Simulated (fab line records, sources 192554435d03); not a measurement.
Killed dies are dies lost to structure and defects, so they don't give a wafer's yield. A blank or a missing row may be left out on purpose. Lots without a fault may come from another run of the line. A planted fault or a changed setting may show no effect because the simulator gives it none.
Chamber matching | flow n5_finfet | N5_BEOL_M8_ALD_77 on ald_metal-02: 4 sister chambers
The step deposits TaN, target thk 2 nm, pulse time 2 s, purge time 3 s. 8 wafers are shown with their chamber, then 10 later ones without.

WAFERS WITH THEIR CHAMBER
wafer  | chamber | heater_power_w (W)
L143.1 | 0       | 392
L143.3 | 1       | 435
L142.4 | 1       | 445
L145.4 | 2       | 442
L145.5 | 2       | 450
L145.6 | 3       | 467
L148.1 | 0       | 403
L148.2 | 3       | 452

WAFERS WITHOUT THEIR CHAMBER
wafer  | heater_power_w (W)
L148.3 | 435
L149.1 | 438
L149.3 | 397
L149.4 | 440
L150.1 | 448
L150.3 | 404
L150.6 | 435
L144.3 | 452
L144.4 | 403
L144.6 | 434

WHICH CHAMBER EACH WENT THROUGH
wafer  | from the rows above          | in truth
L148.3 | can't be placed: 1 or 2      | 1
L149.1 | can't be placed: 1 or 2      | 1
L149.3 | 0                            | 0
L149.4 | can't be placed: 1 or 2      | 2
L150.1 | can't be placed: 2 or 1 or 3 | 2
L150.3 | 0                            | 0
L150.6 | can't be placed: 1 or 2      | 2
L144.3 | can't be placed: 2 or 3 or 1 | 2
L144.4 | 0                            | 0
L144.6 | can't be placed: 1 or 2      | 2
Placed correctly: 3 of 10. Can't be placed from these rows: 7 (the true chamber is among the candidates in 7). Placed wrongly: 0.
How it was worked out, from the rows above alone: a wafer's distance from a chamber is the root of the sum, over the readings, of the square of ((its reading less the chamber's mean) divided by the reading's scatter). The wafer belongs to the nearest chamber; if the next one is less than 2 further off, it can't be placed. A chamber's mean is the mean of its shown wafers. The scatter: the root of (the sum of the squares of (reading less its chamber's mean) over the shown wafers, divided by (wafers less chambers)).
